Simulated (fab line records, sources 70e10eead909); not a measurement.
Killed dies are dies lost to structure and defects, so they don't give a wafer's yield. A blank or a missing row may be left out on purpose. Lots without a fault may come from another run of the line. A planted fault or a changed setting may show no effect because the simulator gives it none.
Which tool did it? | flow nand_harc | 14 lots, 42 wafers sampled, at 6 steps of a route of 1159

WHAT THE GAUGES READ, wafer by wafer
NHARC_A_M0_THK_MEAS_24: measures by xrf.
lot  | measured     | on            | thk_nm (nm)
L612 | day 17 11:23 | film_metro-01 | 116.8 117.1 117.9
L614 | day 18 01:53 | film_metro-01 | 113.5 112.2 113.5
L617 | day 18 23:25 | film_metro-01 | 114.1 116.4 111.9
L616 | day 19 02:41 | film_metro-02 | 110.6 113.7 115.1
L624 | day 20 20:26 | film_metro-01 | 115.0 112.5 113.9
L625 | day 21 00:07 | film_metro-01 | 115.1 113.1 113.6
L630 | day 21 03:25 | film_metro-01 | 112.7 116.7 113.5
L628 | day 21 15:17 | film_metro-01 | 111.0 112.2 113.9
L629 | day 22 01:05 | film_metro-01 | 114.6 118.6 115.3
L631 | day 22 01:17 | film_metro-02 | 116.1 115.5 114.3
L632 | day 22 02:05 | film_metro-01 | 111.9 115.0 117.1
L634 | day 22 20:59 | film_metro-02 | 115.2 115.7 112.3
L635 | day 23 02:48 | film_metro-02 | 112.2 111.0 114.0
L633 | day 23 10:08 | film_metro-02 | 112.2 114.7 112.8

NHARC_A_M1_CD_MEAS_16.
lot  | measured     | on        | cd_nm (nm)
L612 | day 17 13:25 | cd_sem-02 | 119.1 119.6 117.5
L614 | day 18 03:59 | cd_sem-03 | 120.9 120.7 120.1
L617 | day 19 01:19 | cd_sem-03 | 121.6 119.1 121.6
L616 | day 19 04:44 | cd_sem-03 | 121.9 121.7 121.8
L624 | day 20 22:29 | cd_sem-01 | 120.5 120.3 120.4
L625 | day 21 02:01 | cd_sem-03 | 118.6 120.3 118.1
L630 | day 21 05:26 | cd_sem-03 | 121.7 119.0 123.3
L628 | day 21 17:12 | cd_sem-02 | 118.6 119.5 120.9
L629 | day 22 03:00 | cd_sem-03 | 119.3 120.7 119.9
L631 | day 22 03:18 | cd_sem-01 | 118.5 118.9 119.8
L632 | day 22 04:02 | cd_sem-02 | 119.5 118.4 118.8
L634 | day 22 23:38 | cd_sem-02 | 120.9 121.7 120.4
L635 | day 23 04:51 | cd_sem-02 | 119.6 120.3 120.2
L633 | day 23 12:39 | cd_sem-02 | 121.7 121.5 120.3

NHARC_A_M1_THK_MEAS_24: measures by xrf.
lot  | measured     | on            | thk_nm (nm)
L612 | day 17 15:39 | film_metro-01 | 153.5 159.1 157.7
L614 | day 18 06:06 | film_metro-02 | 151.8 156.4 152.1
L617 | day 19 03:34 | film_metro-01 | 29.9 30.2 29.1
L616 | day 19 06:52 | film_metro-02 | 30.7 30.6 30.5
L624 | day 21 00:36 | film_metro-01 | 153.9 153.6 153.5
L625 | day 21 04:07 | film_metro-01 | 157.3 155.4 155.7
L630 | day 21 07:40 | film_metro-01 | 155.1 155.6 154.9
L628 | day 21 19:21 | film_metro-01 | 154.5 156.8 155.1
L629 | day 22 05:06 | film_metro-01 | 154.6 156.4 154.9
L631 | day 22 05:37 | film_metro-02 | 152.5 154.9 154.6
L632 | day 22 06:13 | film_metro-01 | 156.4 156.9 155.5
L634 | day 23 01:45 | film_metro-02 | 155.8 153.7 156.9
L635 | day 23 07:02 | film_metro-01 | 154.1 155.2 153.9
L633 | day 23 14:57 | film_metro-01 | 155.5 153.5 156.5

WHICH TOOL RAN EACH LOT (tool, then ch and the chambers of the sampled wafers, then the start)
lot  | NHARC_A_M1_PVD_21                       | NHARC_A_M1_ECD_22              | NHARC_A_M1_CMP_23
L612 | pvd_sputter-03, day 17 14:30 or earlier | ecd_cu-01 ch 0,1, day 17 14:30 | cmp-04 ch 0,2,3, day 17 15:22
L614 | pvd_sputter-02, day 18 05:07 or earlier | ecd_cu-02 ch 0, day 18 05:07   | cmp-03 ch 0,2, day 18 05:49
L617 | pvd_sputter-02, day 19 02:34 or earlier | ecd_cu-01 ch 0,1, day 19 02:34 | cmp-04 ch 1,3, day 19 03:16
L616 | pvd_sputter-03, day 19 05:52 or earlier | ecd_cu-02 ch 0,1, day 19 05:52 | cmp-04 ch 0,3, day 19 06:32
L624 | pvd_sputter-01, day 20 23:34 or earlier | ecd_cu-02 ch 0,1, day 20 23:34 | cmp-02 ch 0,1,2, day 21 00:17
L625 | pvd_sputter-01, day 21 03:11 or earlier | ecd_cu-02 ch 0,1, day 21 03:11 | cmp-03 ch 0,1,3, day 21 03:53
L630 | pvd_sputter-02, day 21 06:37 or earlier | ecd_cu-01 ch 0,1, day 21 06:37 | cmp-03 ch 0,1,3, day 21 07:20
L628 | pvd_sputter-01, day 21 18:19 or earlier | ecd_cu-02 ch 0,1, day 21 18:19 | cmp-04 ch 0,2, day 21 19:04
L629 | pvd_sputter-03, day 22 04:04 or earlier | ecd_cu-02 ch 0,1, day 22 04:04 | cmp-02 ch 0,1,3, day 22 04:51
L631 | pvd_sputter-01, day 22 04:37 or earlier | ecd_cu-01 ch 0,1, day 22 04:37 | cmp-02 ch 0,1,2, day 22 05:21
L632 | pvd_sputter-03, day 22 05:16 or earlier | ecd_cu-01 ch 0,1, day 22 05:16 | cmp-03 ch 0,1, day 22 05:55
L634 | pvd_sputter-02, day 23 00:49 or earlier | ecd_cu-02 ch 0,1, day 23 00:49 | cmp-04 ch 0,1, day 23 01:26
L635 | pvd_sputter-03, day 23 05:59 or earlier | ecd_cu-01 ch 0,1, day 23 05:59 | cmp-03 ch 0,1,3, day 23 06:43
L633 | pvd_sputter-01, day 23 13:55 or earlier | ecd_cu-02 ch 0,1, day 23 13:55 | cmp-04 ch 0,1,2, day 23 14:40
- NHARC_A_M1_PVD_21: deposits Cu, target thk 30 nm, time 20.49 s.
- NHARC_A_M1_ECD_22: material Cu, target thk 400 nm.
- NHARC_A_M1_CMP_23: polishes, t overpolish 20 s, target thk 154.34 nm.

WHAT THE TOOLS THEMSELVES READ (means of the sampled wafers that have a number; where no wafer has one, the mark that the record gives instead)
NHARC_A_M1_PVD_21.
lot  | tool           | throttle_valve_pct (%)
L612 | pvd_sputter-03 | 31.0
L614 | pvd_sputter-02 | 30.3
L617 | pvd_sputter-02 | 30.0
L616 | pvd_sputter-03 | 30.7
L624 | pvd_sputter-01 | 29.2
L625 | pvd_sputter-01 | 28.6
L630 | pvd_sputter-02 | 29.8
L628 | pvd_sputter-01 | 29.5
L629 | pvd_sputter-03 | 30.8
L631 | pvd_sputter-01 | 30.1
L632 | pvd_sputter-03 | 30.4
L634 | pvd_sputter-02 | 30.3
L635 | pvd_sputter-03 | 30.7
L633 | pvd_sputter-01 | 29.0

NHARC_A_M1_ECD_22.
lot  | tool      | bath_heat_duty_pct (%) | bath_temp_c (C)
L612 | ecd_cu-01 | 6.1                    | 25.02
L614 | ecd_cu-02 | 6.5                    | 25.05
L617 | ecd_cu-01 | -                      | -
L616 | ecd_cu-02 | -                      | -
L624 | ecd_cu-02 | 7.0                    | 24.96
L625 | ecd_cu-02 | 6.9                    | 24.95
L630 | ecd_cu-01 | 6.4                    | 24.93
L628 | ecd_cu-02 | 6.4                    | 25.01
L629 | ecd_cu-02 | 6.6                    | 25.06
L631 | ecd_cu-01 | 6.3                    | 25.00
L632 | ecd_cu-01 | 6.3                    | 24.93
L634 | ecd_cu-02 | 6.8                    | 25.00
L635 | ecd_cu-01 | 6.4                    | 25.05
L633 | ecd_cu-02 | 6.5                    | 25.00

NHARC_A_M1_CMP_23.
lot  | tool   | edge_zone_pressure_frac | motor_current_A (A) | time_to_endpoint_s (s)
L612 | cmp-04 | 1.000                   | 12.4                | 34
L614 | cmp-03 | 1.005                   | 11.6                | 27
L617 | cmp-04 | 1.001                   | 11.3                | 2
L616 | cmp-04 | 0.993                   | 12.0                | 7
L624 | cmp-02 | 1.003                   | 12.1                | 30
L625 | cmp-03 | 0.999                   | 13.3                | 32
L630 | cmp-03 | 1.001                   | 13.1                | 29
L628 | cmp-04 | 0.998                   | 12.8                | 33
L629 | cmp-02 | 0.999                   | 11.7                | 29
L631 | cmp-02 | 1.001                   | 11.8                | 29
L632 | cmp-03 | 1.000                   | 13.3                | 33
L634 | cmp-04 | 1.000                   | 11.9                | 31
L635 | cmp-03 | 1.004                   | 13.0                | 30
L633 | cmp-04 | 0.999                   | 12.4                | 31

THE ANSWER, worked out from the rows above alone
Rule: what is usual is taken from the lots themselves. Put in order of their means at a reading, lots are off if they are a third of the lots or fewer, leave a main group of 4 or more, and stand apart from it by a gap of 3 or more times the standard deviation of the main group's means; of several such gaps the widest counts. A main group whose means are all the same, to the digits that the tables above print for the reading, isn't used. A lot without any number at a reading at which 4 lots or more have one is off too. The other lots that the step has rows for count as sound. The gauges are gone through in route order, then the tools' own readings, and for those a lot's mean is taken as printed above. The first step at which some lot is off is used, and at that step the reading that is off furthest; a lot without a number counts as furthest.
Off: L617, L616, at NHARC_A_M1_THK_MEAS_24 (thk_nm). The main group: mean 155.1 nm, standard deviation 1.
A tool fits if, at a process step before that reading, it ran every lot that is off, and no sound lot after the first of them. The gauges at NHARC_A_M1_THK_MEAS_24 aren't tried: what is off there is off at NHARC_A_M1_ECD_22 too, on other tools, and a gauge's error can't cause that. NHARC_A_M1_PVD_21 gives no start for some lots, so the hours and the order of its lots are those of NHARC_A_M1_ECD_22. None of those tried fits.

WHAT THE SIMULATOR HAD PUT IN
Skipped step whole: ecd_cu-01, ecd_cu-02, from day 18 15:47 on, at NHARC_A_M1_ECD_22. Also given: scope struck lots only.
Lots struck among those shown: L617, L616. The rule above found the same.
